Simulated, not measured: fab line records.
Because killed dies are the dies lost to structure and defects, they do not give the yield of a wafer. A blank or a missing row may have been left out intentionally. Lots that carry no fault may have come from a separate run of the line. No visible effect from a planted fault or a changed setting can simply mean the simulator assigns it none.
fab line records ; flow n5_finfet ; part 2 of 2: steps 21 to 29 of 29
record: lots: 5; wafers: 15; last_day: 18
route steps=1938 shown SDB@368 DUMMY_REMOVAL@377 HKMG_FIN@385
lots untouched by any fault: they come from a run of this same line in which no faults occurred
start_h: the number of hours between the record's first day and the start of the first shown wafer of the lot ; wait_h: time in hours since the lot's previous step ; " unchanged from the row above ; L1.1+2: several wafers, shown together as one row ; - value missing, or start not given ; * or withheld: withheld ; < > ~ a bound
route shown NAME@n: NAME is a module with steps in the file, n the number in the route of the first one ; usual: average and standard deviation across the fault-free wafers ; same: alike in all rows ; chamber/n: place in a boat ; sites: the reading at each site ; _std_site: the standard deviation of these ; _edge_site: the outer-site mean with the inner-site mean subtracted ; radius_mm: how far each site lies from the wafer's centre ; mask NAME#n: copy n ; behind: the most recent tool/chamber to have shaped the wafer ; hold: what put the lot on hold/how long, in hours/how the hold closed ; device: transistor that didn't switch, given as n, p or np ; end of line: the tests these same wafers got at the end of their route ; where a step has no rows: the recipe by itself ; killed: count of dies lost to structure and defects at first sort (not the wafer's yield) ; map: dies across one wafer; x = killed, . = not, _ = none there
set.NAME: setting as actually run; set.NAME@STEP: the setting as run at that earlier step ; model.NAME: the simulator's own value behind a step, which no gauge read
lots at selected steps of the route; one table per step, one row per wafer
services: a tool's chamber out of use, with start hour (start_h, from the record's first day; less than 0 if before it), hours out, and reason
== steps ==
step: N5_HKMG_FIN_ALD_74
recipe: material: La2O3; target_thk_a: 5; temp_c: 250; ald_precursor_family: La-Cp; ald_co_reactant: O3; pulse_time_s: 6; co_reactant_pulse_time_s: 1; purge_time_s: 3; co_reactant_purge_time_s: 3
usual: heater_power_w: 366/48; precursor_pulse_height_rel: 0.998/0.022; susceptor_temp_C: 250.01/0.17
lot.wafer;tool;chamber;start_h;wait_h;heater_power_w;precursor_pulse_height_rel;susceptor_temp_C
L075.1;ald_hk-01;3;79.34;0.2;370;0.964;250.15
L075.3;ald_hk-01;2;79.34;0.2;422;1.010;250.17
L075.4;ald_hk-01;0;79.34;0.2;423;1.039;249.75
L081.1;ald_hk-01;3;114.52;0.2;374;0.958;250.24
L081.4;ald_hk-01;0;114.52;0.2;416;0.981;250.07
L081.6;ald_hk-01;0;114.52;0.2;422;0.969;250.22
L088.4;ald_hk-03;1;156.33;0.1;339;0.999;250.10
L088.5;ald_hk-03;0;156.33;0.1;250;0.990;250.09
L088.6;ald_hk-03;1;156.33;0.1;333;1.007;250.01
L091.2;ald_hk-01;3;171.86;0.2;370;0.988;250.01
L091.5;ald_hk-01;3;171.86;0.2;363;1.007;249.79
L091.6;ald_hk-01;0;171.86;0.2;416;1.014;249.89
L097.3;ald_hk-01;0;213.70;0.1;425;1.027;250.05
L097.4;ald_hk-01;2;213.70;0.1;420;0.992;250.06
L097.6;ald_hk-01;2;213.70;0.1;427;1.023;249.74
step: N5_HKMG_FIN_ALD_75
recipe: material: Al2O3; target_thk_a: 10; temp_c: 150; ald_precursor_family: TMA; ald_co_reactant: H2O; pulse_time_s: withheld; co_reactant_pulse_time_s: 1
usual: heater_power_w: 158/20; precursor_pulse_height_rel: 1.002/0.02; susceptor_temp_C: 150.01/0.15
lot.wafer;tool;chamber;start_h;wait_h;heater_power_w;precursor_pulse_height_rel;susceptor_temp_C
L075.1;ald_hk-01;3;79.42;0.0;159;1.006;150.04
L075.3;ald_hk-01;2;79.42;0.0;176;1.006;150.01
L075.4;ald_hk-01;0;79.42;0.0;182;1.008;150.06
L081.1;ald_hk-01;3;114.60;0.0;157;0.998;150.08
L081.4;ald_hk-01;0;114.60;0.0;178;0.962;150.12
L081.6;ald_hk-01;0;114.60;0.0;179;0.996;150.00
L088.4;ald_hk-03;1;156.41;0.0;145;0.990;149.98
L088.5;ald_hk-03;0;156.41;0.0;106;0.994;150.00
L088.6;ald_hk-03;1;156.41;0.0;148;1.013;150.08
L091.2;ald_hk-01;3;171.94;0.0;158;0.985;150.05
L091.5;ald_hk-01;3;171.94;0.0;157;0.990;150.01
L091.6;ald_hk-01;0;171.94;0.0;187;0.987;150.05
L097.3;ald_hk-01;0;213.85;0.1;181;0.985;149.83
L097.4;ald_hk-01;2;213.85;0.1;181;1.022;149.97
L097.6;ald_hk-01;2;213.85;0.1;184;1.015;149.85
step: N5_HKMG_FIN_COAT_41
recipe: resist: SOC; temp_c: 250; time_s: 60; spin_rpm: 1500; resist_thk_nm: 300
usual: chill_plate_temp_C: 22.98/0.11; dispense_pressure_kPa: 53/3.7; heater_power_total_W: 500.4/1.8
lot.wafer;tool;chamber;start_h;wait_h;chill_plate_temp_C;dispense_pressure_kPa;heater_power_total_W
L075.1;litho_track-04;0;79.51;-;22.98;50;498.0
L075.3;litho_track-04;0;79.51;-;22.85;50;500.8
L075.4;litho_track-04;0;79.51;-;22.97;50;498.0
L081.1;litho_track-04;0;114.69;-;22.94;50;502.6
L081.4;litho_track-04;0;114.69;-;22.96;50;501.9
L081.6;litho_track-04;0;114.69;-;22.98;50;498.8
L088.4;litho_track-04;0;156.51;-;22.91;50;498.3
L088.5;litho_track-04;0;156.51;-;22.82;50;498.4
L088.6;litho_track-04;0;156.51;-;23.05;50;502.4
L091.2;litho_track-04;0;172.04;-;22.98;50;500.6
L091.5;litho_track-04;0;172.04;-;22.97;50;498.2
L091.6;litho_track-04;0;172.04;-;22.98;50;497.8
L097.3;litho_track-02;0;214.02;-;22.92;60;501.3
L097.4;litho_track-02;0;214.02;-;22.99;60;499.9
L097.6;litho_track-02;0;214.02;-;23.05;60;502.9
step: N5_HKMG_FIN_COAT_42
recipe: resist: SiARC; temp_c: 220; time_s: 60; spin_rpm: 1500; resist_thk_nm: 35
usual: chill_plate_temp_C: 22.99/0.11; dispense_pressure_kPa: 53/3.8; heater_power_total_W: 427.3/2.1
lot.wafer;tool;chamber;start_h;wait_h;chill_plate_temp_C;dispense_pressure_kPa;heater_power_total_W
L075.1;litho_track-04;0;-;-;22.95;50;424.0
L075.3;litho_track-04;0;-;-;23.01;50;426.3
L075.4;litho_track-04;0;-;-;23.14;50;430.7
L081.1;litho_track-04;0;-;-;23.02;50;428.4
L081.4;litho_track-04;0;-;-;22.94;50;424.4
L081.6;litho_track-04;0;-;-;23.19;50;430.5
L088.4;litho_track-04;0;-;-;23.14;50;430.7
L088.5;litho_track-04;0;-;-;23.04;50;426.8
L088.6;litho_track-04;0;-;-;23.03;50;427.5
L091.2;litho_track-04;0;-;-;23.26;50;425.6
L091.5;litho_track-04;0;-;-;23.01;50;429.0
L091.6;litho_track-04;0;-;-;23.00;50;426.5
L097.3;litho_track-02;0;-;-;23.02;60;424.4
L097.4;litho_track-02;0;-;-;23.19;60;429.5
L097.6;litho_track-02;0;-;-;23.04;60;426.3
step: N5_HKMG_FIN_COAT_43
recipe: resist: CAR-ArF; spin_rpm: 1500; resist_thk_nm: 90
usual: chill_plate_temp_C: 22.97/0.12; dispense_pressure_kPa: 53/3.8
lot.wafer;tool;chamber;start_h;wait_h;chill_plate_temp_C;dispense_pressure_kPa
L075.1;litho_track-04;0;-;-;22.88;50
L075.3;litho_track-04;0;-;-;23.03;50
L075.4;litho_track-04;0;-;-;22.87;50
L081.1;litho_track-04;0;-;-;22.97;50
L081.4;litho_track-04;0;-;-;23.15;50
L081.6;litho_track-04;0;-;-;23.15;50
L088.4;litho_track-04;0;-;-;22.92;50
L088.5;litho_track-04;0;-;-;23.07;50
L088.6;litho_track-04;0;-;-;23.02;50
L091.2;litho_track-04;0;-;-;22.89;50
L091.5;litho_track-04;0;-;-;22.94;50
L091.6;litho_track-04;0;-;-;22.91;50
L097.3;litho_track-02;0;-;-;22.79;60
L097.4;litho_track-02;0;-;-;22.94;60
L097.6;litho_track-02;0;-;-;22.82;60
step: N5_HKMG_FIN_EBR_45
recipe: solvent: PGMEA; ebr_width_mm: 1.5
usual: chill_plate_temp_C: 23.00/0.11
lot.wafer;tool;chamber;start_h;wait_h;chill_plate_temp_C
L075.1;litho_track-04;0;-;-;23.05
L075.3;litho_track-04;0;-;-;23.00
L075.4;litho_track-04;0;-;-;23.02
L081.1;litho_track-04;0;-;-;22.88
L081.4;litho_track-04;0;-;-;22.93
L081.6;litho_track-04;0;-;-;22.81
L088.4;litho_track-04;0;-;-;22.80
L088.5;litho_track-04;0;-;-;22.86
L088.6;litho_track-04;0;-;-;22.80
L091.2;litho_track-04;0;-;-;23.21
L091.5;litho_track-04;0;-;-;23.02
L091.6;litho_track-04;0;-;-;23.05
L097.3;litho_track-02;0;-;-;23.26
L097.4;litho_track-02;0;-;-;23.23
L097.6;litho_track-02;0;-;-;23.06
step: N5_HKMG_FIN_SOFTBAKE_44
recipe: temp_c: 110; time_s: 60; resist: CAR-ArF
usual: chill_plate_temp_C: 23.00/0.11; heater_power_total_W: 175.4/1.6
lot.wafer;tool;chamber;start_h;wait_h;chill_plate_temp_C;heater_power_total_W
L075.1;litho_track-04;0;-;-;22.93;176.8
L075.3;litho_track-04;0;-;-;23.01;175.6
L075.4;litho_track-04;0;-;-;22.88;177.4
L081.1;litho_track-04;0;-;-;23.00;173.3
L081.4;litho_track-04;0;-;-;22.97;176.3
L081.6;litho_track-04;0;-;-;23.03;174.4
L088.4;litho_track-04;0;-;-;22.93;173.1
L088.5;litho_track-04;0;-;-;23.02;177.3
L088.6;litho_track-04;0;-;-;23.10;174.4
L091.2;litho_track-04;0;-;-;23.07;173.7
L091.5;litho_track-04;0;-;-;23.06;174.0
L091.6;litho_track-04;0;-;-;23.19;177.3
L097.3;litho_track-02;0;-;-;22.94;175.5
L097.4;litho_track-02;0;-;-;22.99;177.6
L097.6;litho_track-02;0;-;-;23.02;173.0
step: N5_HKMG_FIN_EXPOSE_46
recipe: mask_id: NDIPOLE; na: 1.35; source_shape: conventional; sigma_outer: 0.8; polarization: unpolarized; dose_mj: 40
same: sigma_outer: 0.8
lot.wafer;tool;chamber;start_h;wait_h;mask
L075.1+3+4;arfi_scanner-01;0;79.76;-;NDIPOLE#0
L081.1+4+6;arfi_scanner-01;0;114.94;-;NDIPOLE#0
L088.4+5+6;arfi_scanner-02;0;156.77;-;NDIPOLE#0
L091.2+5+6;arfi_scanner-02;0;172.29;-;NDIPOLE#0
L097.3+4+6;arfi_scanner-01;0;214.15;-;NDIPOLE#0
step: N5_HKMG_FIN_PEB_47
recipe: peb_temp_c: withheld; peb_time_s: 60; resist: CAR-ArF
usual: chill_plate_temp_C: 22.99/0.11
lot.wafer;tool;chamber;start_h;wait_h;chill_plate_temp_C
L075.1;litho_track-04;0;79.81;0.1;22.85
L075.3;litho_track-04;0;79.81;0.1;23.00
L075.4;litho_track-04;0;79.81;0.1;22.97
L081.1;litho_track-02;0;114.99;0.1;22.98
L081.4;litho_track-02;0;114.99;0.1;22.85
L081.6;litho_track-02;0;114.99;0.1;22.93
L088.4;litho_track-04;0;156.81;0.0;23.00
L088.5;litho_track-04;0;156.81;0.0;22.93
L088.6;litho_track-04;0;156.81;0.0;23.09
L091.2;litho_track-03;0;172.34;0.0;23.09
L091.5;litho_track-03;0;172.34;0.0;23.08
L091.6;litho_track-03;0;172.34;0.0;23.15
L097.3;litho_track-02;0;214.20;0.0;23.07
L097.4;litho_track-02;0;214.20;0.0;23.03
L097.6;litho_track-02;0;214.20;0.0;23.00
== services ==
tool;chamber;start_h;hours;kind
rie_diel-04;3;51.94;10.1;repair
arfi_scanner-02;-;56.05;3.1;pm
arfi_scanner-01;-;59.81;1.3;pm
arfi_scanner-01;-;93.31;1.6;repair
ald_hk-03;-;95.06;2.3;repair
rie_diel-03;1;101.96;13.8;repair
ald_hk-01;-;132.72;0.7;repair
arfi_scanner-01;-;135.53;6.0;pm
arfi_scanner-01;-;147.93;4.5;repair
ald_hk-01;-;152.60;0.9;repair
wet_bench-05;-;155.66;3.8;repair
rie_diel-03;0;159.43;22.4;repair
ald_hk-01;-;160.59;2.8;pm
rie_diel-06;-;162.87;1.0;repair
rie_diel-06;1;168.49;4.1;repair
ald_hk-03;-;178.47;6.0;pm
rie_si-03;-;180.78;0.6;repair
rie_si-03;2;185.03;18.1;repair
arfi_scanner-01;-;185.31;1.3;pm
rie_diel-03;0;188.15;20.7;repair
rie_diel-02;-;195.44;3.7;repair
arfi_scanner-01;-;195.73;2.1;repair
arfi_scanner-01;-;212.53;0.8;pm
rtp_anneal-01;-;213.17;4.2;pm
